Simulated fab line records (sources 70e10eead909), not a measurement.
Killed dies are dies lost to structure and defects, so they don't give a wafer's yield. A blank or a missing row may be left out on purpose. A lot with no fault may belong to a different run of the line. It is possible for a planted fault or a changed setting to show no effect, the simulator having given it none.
Problem report in the 8D (eight disciplines) form, filled by code	flow nand-harc	the parts of the form that need people (team, actions taken, sign-off) are left out

== 1. PROBLEM STATEMENT ==
At NHARC_A_ONON_D1_THK_MEAS_34, thk-nm averages 282 nm over 2 wafers from 2 lots, while fault-free wafers read 201 nm, standard deviation 3.2. That is +25 standard deviations from the usual mean.
The step: measures by ellipsometry.
The first sign was on wafer L962.6 at day 11 17:32, on film-metro-01. Wafers with a number at this step in the record: 36, from 12 lots. Rule for "out" (also "out of limits"): further than 4 standard deviations from the usual mean. Any other wafer with a number is counted as sound.

== 2. WHAT THIS IS AND IS NOT ==
question	is	is not
which readings at this step	thk-nm	-
which lots	L962, L963	L948, L949, L954, L955, L956, L957, L959, L961, L964, L969
which wafers of those lots	L962.6, L963.6	L962.4, L962.5, L963.2, L963.4
read on which gauges	film-metro-01	film-metro-02
when	from day 11 17:32	up to then (26 sound wafers); but 8 sound wafers of L963, L964, L969 came after

== 3. WHAT RULES OUT EACH SUSPECT ==
Counting: a tool at a process step up to the reading stays a suspect if it ran every lot that is out. Sound lots after the first of them don't rule it out here, since some wafers of a struck lot are sound.
- the gauge at NHARC_A_ONON_D1_THK_MEAS_34: ruled out. All the wafers that are out were read on film-metro-01, but those of them that NHARC_A_ONON_D1_DEP_33 has rows for are out there too, on other tools.
- pecvd-02 at NHARC_A_ONON_D1_DEP_33 (deposits SiO2, target thk 200 nm): kept. It processed each lot that is out (first: L962, day 11 17:15); up to then, its last sound lot is L961 (day 11 07:38). Its own readings are out on those wafers: mfc-precursor-sccm.
- In pecvd-02 at NHARC_A_ONON_D1_DEP_33, the wafers that are out were processed in chamber 0 and their sound lot-mates in chambers 1, 2.
Left after counting: pecvd-02 at NHARC_A_ONON_D1_DEP_33.

== 4. THE CAUSE (what the simulator had put in) ==
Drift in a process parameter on pecvd-02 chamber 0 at NHARC_A_ONON_D1_DEP_33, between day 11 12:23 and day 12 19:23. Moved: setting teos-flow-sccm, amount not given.
After counting, this tool was the only one left.

== 5. SEQUENCE OF EFFECTS, ordered by route ==
Rows list readings where the struck wafers' mean (over those with a number) sits beyond 3 standard deviations from the usual. Scope: only readings with a usual standard deviation given in the record; hours: median across lots of the time from each lot's start at the first step in this table that gives one to its start at this step; sigmas: change in usual standard deviations.
hours	step	reading	usual	on struck wafers	change	sigmas
0	NHARC_A_ONON_D1_DEP_33	mfc-precursor-sccm	161.4 sccm	223.6	+62.2	+99 or more
0	NHARC_A_ONON_D1_THK_MEAS_34	thk-nm	201 nm	282	+82	+25
Here are the process steps it includes:
- NHARC_A_ONON_D1_DEP_33: deposits SiO2, target thk 200 nm.
Later steps that measure or inspect, where all struck wafers having a row at the step show a number for every such reading and not one has moved that far: NHARC_A_CHANNEL_HOLE_D1_OVL_MEAS_11.

== 6. HOW IT WOULD HAVE BEEN CAUGHT EARLIER ==
In this record the first reading out of limits at a measuring or inspecting step was taken at day 11 17:32, 5 hours after the fault began at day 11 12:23.
At NHARC_A_ONON_D1_DEP_33, the tool's own readings (mfc-precursor-sccm) were out on each struck wafer the step has a row for, so an alarm limit on them would have fired on the first such wafer.
Of the lots that are out (2), L963 began NHARC_A_ONON_D1_DEP_33 on pecvd-02 after day 11 17:32. Putting the tool on hold at that point would have spared it.
